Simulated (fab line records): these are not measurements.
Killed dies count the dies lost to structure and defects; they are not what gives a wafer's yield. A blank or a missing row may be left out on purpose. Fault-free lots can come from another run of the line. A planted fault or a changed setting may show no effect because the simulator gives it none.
A lot that was struck, set against a sound lot -- flow n5Finfet -- 18 out of 1938 route steps
Sound: these wafers, L856.1, L856.4, L856.5. Struck: wafer L846.1. (L846.2 of the same lot was not struck and is left out.) The cause comes at the end.
Order at every step that has rows: each side's tool, ch and its chambers, its first start. Under that, the readings that differ: sound wafers -- struck wafers -- difference of the means -- sigmas: that difference in standard deviations of wafers without a fault.
alike: readings whose means differ by less than 2 such deviations, and words and numbers that are the same on both sides. not compared: withheld readings, readings that some wafer has no value for, bounds like >300 that may hide the same value, and numbers for which the record gives no deviation and whose values overlap.
A row with sigmas, a row that says differs or no value, or rows on one side alone: a step with any of these is where the two part. Numbers that have no deviation but don't overlap get no sigmas and don't part them. Lack of a reading on every wafer of one side parts them only where that side has two or more wafers.

N5_BEOL_M3_INSPECT_30: inspects for defects (brightfield).
  sound on defectInspect-02 at day 12 17:57; struck on defectInspect-02 at day 9 19:08
  alike: rawDefectCount
N5_BEOL_M3_DESCUM_33: chemistry O2, time 7 s.
  sound on rieDiel-02 ch 1,2,3, day 12 17:59; struck on rieDiel-01 ch 1, day 9 19:10
reading,sound,struck,difference,sigmas
rfVppV (V),241.5 242.0 241.8,245.5,+3.7,+3
showerheadPlenumPTorr (Torr),1.98 2.03 1.97,2.23,+0.24,+3
throttleValvePct (%),20.60 20.39 20.79,19.96,-0.63,-2
  alike: drypumpMotorCurrentA, oesProductAu
  not compared: rfHoursCounterH
then, 3 steps without rows for these wafers: N5_BEOL_M3_ETCH_77 (etches underlayer in N2/H2, target depth 6.5 nm, time 5.2 s); N5_BEOL_M3_ETCH_69 (etches SiARC in CF4, target depth 15.6 nm, time 26 s); N5_BEOL_M3_ALD_98 (deposits SiO2, target thk 2.5 nm, pulse time 1 s, co reactant pulse time 1 s).
N5_BEOL_M3_ETCHBACK_99: etches SiO2 in CHF3, target depth 5 nm, time 10.4 s.
  sound on rieDiel-01 ch 0,1,3, day 13 09:13; struck on rieDiel-02 ch 2, day 9 22:37
  alike: drypumpMotorCurrentA, oesProductAu, rfVppV, showerheadPlenumPTorr, throttleValvePct
  not compared: rfHoursCounterH
N5_BEOL_M3_ETCH_70: etches SOC in N2/H2, target depth 80 nm, overetch 16 nm, time 120 s.
  sound on rieDiel-01 ch 0,1,3, day 13 09:16; struck on rieDiel-02 ch 2, day 9 22:40
  alike: drypumpMotorCurrentA, h2FlowSccm, oesProductAu, rfVppV, runLengthS, showerheadPlenumPTorr, throttleValvePct
  not compared: rfHoursCounterH
then, 2 steps without rows for these wafers: N5_BEOL_M3_STRIP_71 (strips in N2/H2); N5_BEOL_M3_STRIP_78 (strips in N2/H2).
N5_BEOL_M3_VIA_ETCH_34: etches the open film in C4F6/O2, target depth 69.4 nm, time 65.9 s.
  sound on rieDiel-01 ch 0,1,3, day 13 09:22; struck on rieDiel-02 ch 2, day 9 22:46
  alike: drypumpMotorCurrentA, oes_o_777_au, oesProductAu, rfVppV, runLengthS, showerheadPlenumPTorr, throttleValvePct
  not compared: rfHoursCounterH
then, 2 steps without rows for these wafers: N5_BEOL_M3_STRIP_83 (strips in C4F6/O2); N5_BEOL_M3_STRIP_36 (strips in N2/H2).
N5_BEOL_M3_TRENCH_ETCH_37: etches SiOC in C4F6/O2, target depth 55.555 nm, time 29.2 s.
  sound on rieDiel-01 ch 0,1,3, day 13 09:28; struck on rieDiel-02 ch 2, day 9 22:52
reading,sound,struck,difference,sigmas
runLengthS (s),52.3 52.7 52.3,54.1,+1.7,+3
model.BEOL_M3.featureDepthNm (nm),56.2 54.8 56,60.4,+4.7,
model.etch.depthNm (nm),56.22 54.77 56.03,60.31,+4.64,
  alike: drypumpMotorCurrentA, oes_o_777_au, oesProductAu, rfVppV, showerheadPlenumPTorr, throttleValvePct
  not compared: rfHoursCounterH
N5_BEOL_M3_ETCH_41: etches SiCN in CH3F/O2, target depth 29.9 nm, time 52.5 s.
  sound on rieDiel-01 ch 0,1,3; struck on rieDiel-02 ch 2
  alike: drypumpMotorCurrentA, oesProductAu, rfVppV, runLengthS, showerheadPlenumPTorr, throttleValvePct
  not compared: rfHoursCounterH
then, 1 step without rows for these wafers: N5_BEOL_M3_STRIP_97 (strips in N2/H2, time 10 s).
N5_BEOL_M3_OCD_MEAS_38:
  sound on ocd-01 at day 13 09:37; struck on ocd-02 at day 9 23:01
reading,sound,struck,difference,sigmas
trenchDepthNm (nm),56.1 54.8 55.8,60.1,+4.5,+4
then, 1 step without rows for these wafers: N5_BEOL_M3_HM_STRIP_39 (strips TiN in peroxide tin strip, target depth 25 nm, time 158 s).
N5_BEOL_M4_RC_MEAS_101:
  sound on prober-02 ch 0, day 14 00:58; struck on prober-02 ch 0, day 10 16:20
  alike: DIBL_N, DIBL_P, IOFF_N, IOFF_P, ION_N, ION_P, SS_N, SS_P, VT_N, VT_P

## WHERE THEY PART
At N5_BEOL_M3_DESCUM_33 first; at N5_BEOL_M3_OCD_MEAS_38 last (within this record only). Later steps at which nothing parts them and some readings are alike: N5_BEOL_M4_RC_MEAS_101.

WHY: what the simulator had put in
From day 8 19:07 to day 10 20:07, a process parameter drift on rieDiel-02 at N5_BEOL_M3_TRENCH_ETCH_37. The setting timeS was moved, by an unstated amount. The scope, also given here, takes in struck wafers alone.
